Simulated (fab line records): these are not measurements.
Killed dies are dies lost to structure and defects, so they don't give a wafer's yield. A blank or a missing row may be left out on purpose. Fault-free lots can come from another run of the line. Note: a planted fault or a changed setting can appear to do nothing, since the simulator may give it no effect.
Split-lot experiment :: flow n5 finfet :: route with 1938 steps; 7 lots, 39 wafers read

THE SPLIT
At N5_SD_EPI_P_SD_RECESS_17 (chemistry HBr/Cl2/O2, target depth 39.1 nm, bt time 3 s), the setting target depth a was moved away from the recipe's 391 angstrom on 12 of the 39 wafers read, by -7.6% to +3.8%. For the rest of the wafers, this setting stayed at what the recipe calls for.

The reading is taken at the split's own step.

THE READING
etch.depth nm (the simulator's own value, which no gauge read), in nm, at N5_SD_EPI_P_SD_RECESS_17 (chemistry HBr/Cl2/O2, target depth 39.1 nm, bt time 3 s). There is no usual value for it anywhere in the file. Here, 27 wafers ran the recipe; their average is 39.07 nm with a standard deviation of 0.54 nm.

wafer: L074.1
tool, chamber at the split: rie si-02, 1
target depth a as run, angstrom: 391
against the recipe: recipe
etch.depth nm, nm: 38.84
against lot-mates on the recipe: -

wafer: L074.2
tool, chamber at the split: rie si-02, 3
target depth a as run, angstrom: 391
against the recipe: recipe
etch.depth nm, nm: 39.37
against lot-mates on the recipe: -

wafer: L074.3
tool, chamber at the split: rie si-02, 2,0
target depth a as run, angstrom: 391
against the recipe: recipe
etch.depth nm, nm: 39.54
against lot-mates on the recipe: -

wafer: L074.6
tool, chamber at the split: rie si-02, 2,0
target depth a as run, angstrom: 391
against the recipe: recipe
etch.depth nm, nm: 39.54
against lot-mates on the recipe: -

wafer: L074.4
tool, chamber at the split: rie si-02, 0
target depth a as run, angstrom: 391
against the recipe: recipe
etch.depth nm, nm: 39.5
against lot-mates on the recipe: -

wafer: L074.5
tool, chamber at the split: rie si-02, 3
target depth a as run, angstrom: 391
against the recipe: recipe
etch.depth nm, nm: 39.25
against lot-mates on the recipe: -

wafer: L075.1
tool, chamber at the split: rie si-02, 2
target depth a as run, angstrom: 370.9
against the recipe: -5.1%
etch.depth nm, nm: 37.39
against lot-mates on the recipe: -1.75

wafer: L075.2
tool, chamber at the split: rie si-02, 1
target depth a as run, angstrom: 391
against the recipe: recipe
etch.depth nm, nm: 38.92
against lot-mates on the recipe: -

wafer: L075.3
tool, chamber at the split: rie si-02, 0
target depth a as run, angstrom: 391
against the recipe: recipe
etch.depth nm, nm: 39.51
against lot-mates on the recipe: -

wafer: L075.4
tool, chamber at the split: rie si-02, 3
target depth a as run, angstrom: 370.9
against the recipe: -5.1%
etch.depth nm, nm: 37.63
against lot-mates on the recipe: -1.51

wafer: L075.5
tool, chamber at the split: rie si-02, 0
target depth a as run, angstrom: 370.9
against the recipe: -5.1%
etch.depth nm, nm: 37.99
against lot-mates on the recipe: -1.15

wafer: L075.6
tool, chamber at the split: rie si-02, 1
target depth a as run, angstrom: 391
against the recipe: recipe
etch.depth nm, nm: 39
against lot-mates on the recipe: -

wafer: L081.1
tool, chamber at the split: rie si-01, 0
target depth a as run, angstrom: 361.2
against the recipe: -7.6%
etch.depth nm, nm: 35.02
against lot-mates on the recipe: -3.51

wafer: L081.2
tool, chamber at the split: rie si-01, 1
target depth a as run, angstrom: 391
against the recipe: recipe
etch.depth nm, nm: 38.21
against lot-mates on the recipe: -

wafer: L081.3
tool, chamber at the split: rie si-01, 3
target depth a as run, angstrom: 391
against the recipe: recipe
etch.depth nm, nm: 38.67
against lot-mates on the recipe: -

wafer: L081.4
tool, chamber at the split: rie si-01, 2
target depth a as run, angstrom: 391
against the recipe: recipe
etch.depth nm, nm: 38.7
against lot-mates on the recipe: -

wafer: L081.5
tool, chamber at the split: rie si-01, 3
target depth a as run, angstrom: 361.2
against the recipe: -7.6%
etch.depth nm, nm: 35.67
against lot-mates on the recipe: -2.86

wafer: L081.6
tool, chamber at the split: rie si-01, 2
target depth a as run, angstrom: 361.2
against the recipe: -7.6%
etch.depth nm, nm: 35.9
against lot-mates on the recipe: -2.63

wafer: L080.1
tool, chamber at the split: rie si-05, 2
target depth a as run, angstrom: 391
against the recipe: recipe
etch.depth nm, nm: 39.57
against lot-mates on the recipe: -

wafer: L080.2
tool, chamber at the split: rie si-05, 0
target depth a as run, angstrom: 391
against the recipe: recipe
etch.depth nm, nm: 38.42
against lot-mates on the recipe: -

wafer: L080.3
tool, chamber at the split: rie si-05, 1
target depth a as run, angstrom: 391
against the recipe: recipe
etch.depth nm, nm: 38.96
against lot-mates on the recipe: -

wafer: L080.4
tool, chamber at the split: rie si-05, 1
target depth a as run, angstrom: 391
against the recipe: recipe
etch.depth nm, nm: 39.03
against lot-mates on the recipe: -

wafer: L080.5
tool, chamber at the split: rie si-05, 0
target depth a as run, angstrom: 391
against the recipe: recipe
etch.depth nm, nm: 38.76
against lot-mates on the recipe: -

wafer: L080.6
tool, chamber at the split: rie si-05, 2
target depth a as run, angstrom: 391
against the recipe: recipe
etch.depth nm, nm: 39.31
against lot-mates on the recipe: -

wafer: L086.1
tool, chamber at the split: rie si-01, 2
target depth a as run, angstrom: 391
against the recipe: recipe
etch.depth nm, nm: 38.62
against lot-mates on the recipe: -

wafer: L086.2
tool, chamber at the split: rie si-01, 1
target depth a as run, angstrom: 405.8
against the recipe: +3.8%
etch.depth nm, nm: 39.98
against lot-mates on the recipe: +1.33

wafer: L086.3
tool, chamber at the split: rie si-01, 3
target depth a as run, angstrom: 391
against the recipe: recipe
etch.depth nm, nm: 38.99
against lot-mates on the recipe: -

wafer: L086.4
tool, chamber at the split: rie si-01, 0
target depth a as run, angstrom: 391
against the recipe: recipe
etch.depth nm, nm: 38.33
against lot-mates on the recipe: -

wafer: L086.5
tool, chamber at the split: rie si-01, 3
target depth a as run, angstrom: 405.8
against the recipe: +3.8%
etch.depth nm, nm: 40.6
against lot-mates on the recipe: +1.95

wafer: L086.6
tool, chamber at the split: rie si-01, 2
target depth a as run, angstrom: 405.8
against the recipe: +3.8%
etch.depth nm, nm: 40.01
against lot-mates on the recipe: +1.36

wafer: L091.1
tool, chamber at the split: rie si-05, 0
target depth a as run, angstrom: 391
against the recipe: recipe
etch.depth nm, nm: 37.9
against lot-mates on the recipe: -

wafer: L091.4
tool, chamber at the split: rie si-05, 2
target depth a as run, angstrom: 391
against the recipe: recipe
etch.depth nm, nm: 38.86
against lot-mates on the recipe: -

wafer: L091.5
tool, chamber at the split: rie si-05, 1
target depth a as run, angstrom: 391
against the recipe: recipe
etch.depth nm, nm: 38.95
against lot-mates on the recipe: -

wafer: L097.1
tool, chamber at the split: rie si-02, 0
target depth a as run, angstrom: 401.2
against the recipe: +2.6%
etch.depth nm, nm: 41.18
against lot-mates on the recipe: +1.15

wafer: L097.2
tool, chamber at the split: rie si-02, 3
target depth a as run, angstrom: 391
against the recipe: recipe
etch.depth nm, nm: 39.76
against lot-mates on the recipe: -

wafer: L097.3
tool, chamber at the split: rie si-02, 1
target depth a as run, angstrom: 401.2
against the recipe: +2.6%
etch.depth nm, nm: 39.87
against lot-mates on the recipe: -0.16

wafer: L097.4
tool, chamber at the split: rie si-02, 2
target depth a as run, angstrom: 391
against the recipe: recipe
etch.depth nm, nm: 40.25
against lot-mates on the recipe: -

wafer: L097.5
tool, chamber at the split: rie si-02, 3
target depth a as run, angstrom: 401.2
against the recipe: +2.6%
etch.depth nm, nm: 40.47
against lot-mates on the recipe: +0.44

wafer: L097.6
tool, chamber at the split: rie si-02, 0
target depth a as run, angstrom: 391
against the recipe: recipe
etch.depth nm, nm: 40.07
against lot-mates on the recipe: -
When a row names more than one chamber, that row covers several wafers, and the file does not tell which wafer ran in which chamber.

FIT RESULTS
A straight line over all 39 wafers: etch.depth nm changes by +0.4 nm for each +1% of target depth a; r = +0.89; the points scatter about the line by 0.58 nm.
The same after taking each lot's own level away (the mean of its wafers on the recipe; 39 wafers): +0.354 nm for each +1%; r = +0.93; scatter 0.39 nm.
According to that fit, moving target depth a by its largest amount changes the reading by 2.7 nm.
Across the lots, their own levels run from 38.527 to 40.027 nm, a range of 2.8 times the standard deviation given above.
Thus the slope moves with the lot-to-lot level: the two fits are different.
Check: -2.53 nm against its lot-mates is what the line predicts for one of the wafers moved furthest among these (-7.6%) when that wafer is left out of the fit. Against them it came out at -3.51 nm.

ADDITIONAL SPLITS CARRIED BY THESE WAFERS
Other splits were also applied to these wafers ahead of the reading. Each is held against what the fit with the lots' levels taken away leaves over:
other split on the same wafers: N5_DUMMY_GATE_EXPOSE_12 dose mj
wafers away from the commonest value: 15
r with etch.depth nm (lot level and that fit taken away): +0.00

other split on the same wafers: N5_DUMMY_GATE_ETCH_32 time s
wafers away from the commonest value: 18
r with etch.depth nm (lot level and that fit taken away): +0.09

other split on the same wafers: N5_DUMMY_GATE_ETCH_42 bias w
wafers away from the commonest value: 12
r with etch.depth nm (lot level and that fit taken away): +0.27

THE WHOLE CHAIN: every reading that the file lists as answering this split, in the file's order
step: N5_SD_EPI_P_SD_RECESS_17
what it does: chemistry HBr/Cl2/O2, target depth 39.1 nm, bt time 3 s
reading: SD_EPI_P.feature depth nm (the simulator's own value, which no gauge read)
change (the file's fit): +0.357 nm for each +1% of the setting
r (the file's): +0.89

step: N5_SD_EPI_P_SD_RECESS_17
what it does: chemistry HBr/Cl2/O2, target depth 39.1 nm, bt time 3 s
reading: etch.depth nm (the simulator's own value, which no gauge read)
change (the file's fit): +0.356 nm for each +1% of the setting
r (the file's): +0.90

THE FILE'S OWN FIT
etch.depth nm changes by +0.356 nm for each +1% of target depth a, r = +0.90.
